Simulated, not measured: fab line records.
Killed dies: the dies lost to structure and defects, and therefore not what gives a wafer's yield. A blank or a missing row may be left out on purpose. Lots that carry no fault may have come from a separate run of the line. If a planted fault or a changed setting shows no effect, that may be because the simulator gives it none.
Check of tool commonality / flow nand_harc / 3 lots, 9 wafers sampled

== THE REASON FOR OPENING IT ==
On 3 of the 3 lots, a flag is raised at NHARC_END_SORT_01 on the reading killed_at_array. Fault-free wafers read 25, with a standard deviation of 7.8.
Rule: a lot gets a flag if all its wafers with a number sit over 4 standard deviations from that mean, or if no wafer of it has a number. All remaining lots are regarded as sound.

lot=L284; measured=day 23 03:17; on=prober-01; killed_at_array, wafer by wafer=673 675 672; flag=FLAGGED
lot=L286; measured=day 23 19:43; on=prober-01; killed_at_array, wafer by wafer=673 672 675; flag=FLAGGED
lot=L287; measured=day 23 21:08; on=prober-02; killed_at_array, wafer by wafer=675 673 676; flag=FLAGGED
On average the flagged lots' numbers are 674, which is +649 against the usual, or +83 standard deviations.

== TOOL THAT RAN EACH LOT ==
3 process steps preceding the reading are held in the record, out of 1159 steps in the route. Each cell gives the tool, then ch followed by the chambers the sampled wafers passed through, then the start.
lot=L284; flag=FLAGGED; NHARC_A_STAIRCASE_STRIP_316=rie_diel-06 ch 0,1,3, day 15 16:37 or earlier; NHARC_A_STAIRCASE_DEP_417=pecvd-03 ch 0,1, day 15 16:37; NHARC_A_STAIRCASE_CMP_472=cmp-04 ch 0,3, day 17 12:02
lot=L286; flag=FLAGGED; NHARC_A_STAIRCASE_STRIP_316=rie_diel-13 ch 0,2,3, day 16 04:07 or earlier; NHARC_A_STAIRCASE_DEP_417=pecvd-02 ch 1,2, day 16 04:07; NHARC_A_STAIRCASE_CMP_472=cmp-02 ch 0,1,2, day 17 21:26
lot=L287; flag=FLAGGED; NHARC_A_STAIRCASE_STRIP_316=rie_diel-06 ch 1,2, day 15 20:08 or earlier; NHARC_A_STAIRCASE_DEP_417=pecvd-04 ch 0,1,2, day 15 20:08; NHARC_A_STAIRCASE_CMP_472=cmp-03 ch 0,1,2, day 17 17:12
What these steps do:
- NHARC_A_STAIRCASE_STRIP_316: strips in O2.
- NHARC_A_STAIRCASE_DEP_417: deposits Si3N4, target thk 60 nm.
- NHARC_A_STAIRCASE_CMP_472: polishes SiO2.
- NHARC_END_SORT_01

== FLAGGED AGAINST TOTAL, ONE TOOL AT A TIME (gauges that did the reading follow at the end) ==
step=NHARC_A_STAIRCASE_STRIP_316; tool=rie_diel-06; lots run=2; flagged=2; share of the flagged lots=some; sound lots run after its first flagged lot=0
step=NHARC_A_STAIRCASE_STRIP_316; tool=rie_diel-13; lots run=1; flagged=1; share of the flagged lots=some; sound lots run after its first flagged lot=0
step=NHARC_A_STAIRCASE_DEP_417; tool=pecvd-02; lots run=1; flagged=1; share of the flagged lots=some; sound lots run after its first flagged lot=0
step=NHARC_A_STAIRCASE_DEP_417; tool=pecvd-03; lots run=1; flagged=1; share of the flagged lots=some; sound lots run after its first flagged lot=0
step=NHARC_A_STAIRCASE_DEP_417; tool=pecvd-04; lots run=1; flagged=1; share of the flagged lots=some; sound lots run after its first flagged lot=0
step=NHARC_A_STAIRCASE_CMP_472; tool=cmp-02; lots run=1; flagged=1; share of the flagged lots=some; sound lots run after its first flagged lot=0
step=NHARC_A_STAIRCASE_CMP_472; tool=cmp-03; lots run=1; flagged=1; share of the flagged lots=some; sound lots run after its first flagged lot=0
step=NHARC_A_STAIRCASE_CMP_472; tool=cmp-04; lots run=1; flagged=1; share of the flagged lots=some; sound lots run after its first flagged lot=0
step=NHARC_END_SORT_01; tool=prober-01; lots run=2; flagged=2; share of the flagged lots=some; sound lots run after its first flagged lot=0
step=NHARC_END_SORT_01; tool=prober-02; lots run=1; flagged=1; share of the flagged lots=some; sound lots run after its first flagged lot=0
NHARC_A_STAIRCASE_STRIP_316 gives no start for some lots, so the hours and the order of its lots are those of NHARC_A_STAIRCASE_DEP_417.

== WHAT THE TABLE ALLOWS ==
No row of the table ran every flagged lot.

== WHAT THE SIMULATOR HAD INSERTED ==
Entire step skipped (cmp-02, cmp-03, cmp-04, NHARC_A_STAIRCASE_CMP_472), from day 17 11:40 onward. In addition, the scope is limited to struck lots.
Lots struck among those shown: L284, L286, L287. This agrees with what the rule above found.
